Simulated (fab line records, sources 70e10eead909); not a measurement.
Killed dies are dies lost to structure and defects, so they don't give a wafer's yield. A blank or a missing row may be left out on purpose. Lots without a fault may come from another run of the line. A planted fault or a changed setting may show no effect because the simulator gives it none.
A struck lot beside a sound one | flow nand_harc | 32 steps out of a route of 1302
Sound: wafers L736.2, L736.4, L736.6. Struck: wafer L751.6. (L751.4, L751.5 of the same lot were not struck and are left out.) The cause comes at the end.
At each step with rows: each side's tool, then ch and its chambers, then its first start. Under that, the readings that differ: sound wafers | struck wafers | difference of the means | sigmas: that difference in standard deviations of wafers without a fault.
alike: readings whose means differ by less than 2 such deviations, and words and numbers that are the same on both sides. not compared: withheld readings, readings that some wafer has no value for, bounds like >300 that may hide the same value, and numbers for which the record gives no deviation and whose values overlap.
The two part at a step that has a row with sigmas, a row that says differs or no value, or rows on one side only. Numbers that don't overlap but have no deviation are shown without sigmas and don't part them. A reading that every wafer of one side lacks parts them only if that side has two wafers or more.

first, 8 steps without rows for these wafers: NHARC_A_M0_DESCUM_14 (chemistry O2, time 3 s); NHARC_A_M0_ETCH_34 (etches the open film in N2/H2, target depth 40 nm, overetch 12 nm, time 43.94 s); NHARC_A_M0_ETCH_15 (etches the open film in C4F8/Ar, target depth 150 nm, overetch 15 nm, time 82.5 s); NHARC_A_M0_STRIP_18 (strips in N2/H2); NHARC_A_M0_STRIP_19 (strips in post etch residue remover, time 600 s); NHARC_A_M0_DEGAS_28 (time 60 s); NHARC_A_M0_PRE_CLEAN_29 (time 30 s); NHARC_A_M0_PVD_20 (deposits TaN, target thk 5 nm, time 8.06 s).
NHARC_A_M0_PVD_21: deposits Cu, target thk 30 nm, time 20.49 s.
  sound on pvd_sputter-01, day 25 05:29; struck on pvd_sputter-03, day 31 14:15
  alike: substrate_temp_c, throttle_valve_pct
then, 22 steps without rows for these wafers: NHARC_A_M0_ECD_22 (material Cu, target thk 400 nm); NHARC_A_M0_ANNEAL_30 (time 90 s); NHARC_A_M0_CMP_23 (polishes, t overpolish 20 s, target thk 113.75 nm); NHARC_A_M0_SRD_25; NHARC_A_M0_PRE_CLEAN_31 (time 12 s); NHARC_A_M0_DEP_32 (deposits SiCN, target thk 30 nm); NHARC_A_M1_DEP_00 (deposits SiOC, target thk 182.5 nm); NHARC_A_M1_DEHYDRATE_01 (time 120 s); NHARC_A_M1_HMDS_02 (time 30 s); NHARC_A_M1_COAT_34 (time 65 s); NHARC_A_M1_COAT_03 (resist thk 90 nm); NHARC_A_M1_SOFTBAKE_04 (time 55 s); NHARC_A_M1_EBR_05; NHARC_A_M1_EXPOSE_06 (exposes mask A M1, target cd 120 nm); NHARC_A_M1_PEB_07 (peb time 65 s); NHARC_A_M1_DEVELOP_08 (develop time 35 s); NHARC_A_M1_DESCUM_14 (chemistry O2, time 3 s); NHARC_A_M1_ETCH_35 (etches the open film in N2/H2, target depth 40 nm, overetch 12 nm, time 43.94 s); NHARC_A_M1_ETCH_15 (etches the open film in C4F8/Ar, target depth 182.5 nm, time 91.2 s); NHARC_A_M1_STRIP_18 (strips in N2/H2); NHARC_A_M1_ETCH_28 (etches the open film in CF4/N2, target depth 30 nm, time 72.99 s); NHARC_A_M1_STRIP_19 (strips in post etch residue remover, time 600 s).
NHARC_END_SORT_01:
  sound on prober-01 ch 0, day 26 19:32; struck on prober-01 ch 0, day 33 08:08
  reading                  | sound          | struck | difference | sigmas
  defect_limited_yield (%) | 87.1 87.0 87.0 | 0      | -87        | -30
  killed_at_array          | 81 85 83       | 672    | +589       | +31
  killed_dies              | 87 88 88       | 677    | +589       | +31
  alike: killed_at_other, killed_at_periphery, killed_open, killed_short

WHERE THEY PART
Only at NHARC_END_SORT_01, within this record.

WHY: what the simulator had put in
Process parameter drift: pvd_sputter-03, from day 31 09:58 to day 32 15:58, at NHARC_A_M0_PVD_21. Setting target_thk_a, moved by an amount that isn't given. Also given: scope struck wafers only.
